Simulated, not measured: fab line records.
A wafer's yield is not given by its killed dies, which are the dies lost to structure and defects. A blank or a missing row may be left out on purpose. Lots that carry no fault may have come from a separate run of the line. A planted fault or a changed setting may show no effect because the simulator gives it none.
Matching of chambers -- flow nandHarc -- NHARC_A_STAIRCASE_ETCH_292 on rieDiel-13: 4 sister chambers
The step etches the open film in CF4/CHF3. 4 wafers are shown with their chamber, then 7 later ones without.

## WAFERS, EACH WITH ITS CHAMBER
wafer,chamber,showerheadPlenumPTorr (Torr)
L092.1,2,1.64
L092.3,3,1.48
L091.1,1,1.53
L091.2,0,1.69

## WAFERS WITH NO CHAMBER GIVEN
wafer,showerheadPlenumPTorr (Torr)
L091.6,1.48
L094.2,1.48
L094.3,1.69
L094.4,1.52
L096.1,1.69
L096.3,1.48
L096.4,1.52

## WHICH CHAMBER EACH ONE RAN IN
wafer,from the rows above,in truth
L091.6,3,3
L094.2,3,3
L094.3,0,0
L094.4,1,1
L096.1,0,0
L096.3,3,3
L096.4,1,1
7 of 7 placed correctly. From these rows, 0 cannot be placed. Placed wrongly: 0.
How it was worked out, from the rows above alone: a wafer's distance from a chamber is the root of the sum, over the readings, of the square of ((its reading less the chamber's mean) divided by the reading's scatter). The wafer belongs to the nearest chamber; if the next one is less than 2 further off, it can't be placed. The mean given for a chamber averages the wafers shown for that chamber. The scatter: with one shown wafer a chamber, the root of the mean of the squares of how far each hidden wafer lies from its nearest shown one.
